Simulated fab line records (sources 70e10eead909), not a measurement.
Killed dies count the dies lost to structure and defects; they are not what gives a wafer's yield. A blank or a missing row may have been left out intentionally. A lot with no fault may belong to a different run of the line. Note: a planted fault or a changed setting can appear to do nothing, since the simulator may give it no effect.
Problem report, 8D (eight disciplines) form, completed by code	flow nand-harc	the parts of the form that need people (team, actions taken, sign-off) are left out

== 1. WHAT WENT WRONG ==
killed-at-array at NHARC_END_SORT_01 reads a mean of 304 on 3 wafers of 2 lots; wafers without a fault read 54 with a standard deviation of 18. Measured from the usual mean, that is +14 standard deviations.
Seen first at day 30 18:59 on prober-01, wafer L779.4. At this step, 6 wafers from 2 lots have a number in the record. By rule, "out" or "out of limits" means more than 4 standard deviations away from the usual mean. The other wafers with a number count as sound.

== 2. WHAT IT IS AND WHAT IT IS NOT ==
question	is	is not
which readings at this step	killed-at-array, killed-dies	killed-at-other, killed-at-periphery, killed-open, killed-short
which lots	L779, L783	-
which wafers of those lots	L779.4, L779.6, L783.6	L779.3, L783.4, L783.5
read on which gauges	prober-01, prober-02	-
when	from day 30 18:59	up to then (1 sound wafer); but 2 sound wafers of L783 came after

== 3. SUSPECTS, AND WHAT RULES EACH OUT ==
Counting: a tool at a process step up to the reading stays a suspect if it ran every lot that is out. Sound lots after the first of them don't rule it out here, since some wafers of a struck lot are sound.
- ruled out: the gauge at NHARC_END_SORT_01. Those wafers that are out were read across 2 gauges (prober-01, prober-02).
- pecvd-01 at NHARC_A_SGD_CUT_DEP_00 (deposits SiNx, target thk 50 nm): kept. It ran every lot that is out, first L779 (day 24 22:09).
- rie-diel-07 at NHARC_A_BONDPAD_ETCH_24 (etches the open film in CF4/N2, target depth 30 nm, time 72.99 s): kept. It ran every lot that is out, first L779 (day 29 08:31). With no start given for some of its lots, NHARC_A_BONDPAD_ETCH_24 uses the hours and lot order of NHARC_A_BONDPAD_CMP_19.
- At NHARC_A_SGD_CUT_DEP_00, inside pecvd-01: chamber 0 took the wafers that are out, while their sound lot-mates went through chambers 1, 2.
Left after counting: pecvd-01 at NHARC_A_SGD_CUT_DEP_00, rie-diel-07 at NHARC_A_BONDPAD_ETCH_24.

== 4. THE CAUSE (what the simulator had put in) ==
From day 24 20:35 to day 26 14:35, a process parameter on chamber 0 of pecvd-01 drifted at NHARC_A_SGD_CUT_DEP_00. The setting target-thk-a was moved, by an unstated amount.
Counting left 2 suspects, and this tool is among them.

== 5. THE CHAIN OF EFFECTS, in route order ==
Each row: a reading whose mean over the struck wafers that have a number lies more than 3 standard deviations from the usual. Only readings whose record carries a usual standard deviation are examined. hours: median over the lots of the time between each lot's start at the first step of this table that gives one and its start at this step. sigmas: the change, counted in usual standard deviations.
hours	step	reading	usual	on struck wafers	change	sigmas
0	NHARC_END_SORT_01	killed-at-array	54	304	+250	+14
0	NHARC_END_SORT_01	killed-dies	59	308	+249	+14

== 6. HOW IT WOULD HAVE BEEN CAUGHT EARLIER ==
Counted from the fault's start at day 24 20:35, it took 142 hours until the first out-of-limits reading at a measuring or inspecting step in this record, taken at day 30 18:59.
An alarm limit of 4 standard deviations would not have fired on the tool readings at NHARC_A_SGD_CUT_DEP_00 for which the record gives a usual standard deviation, since none of them was out on any struck wafer.
The start of NHARC_A_SGD_CUT_DEP_00 on pecvd-01 came by day 30 18:59 for every one of the lots that are out (2). None of them would have been spared by holding the tool at that moment.
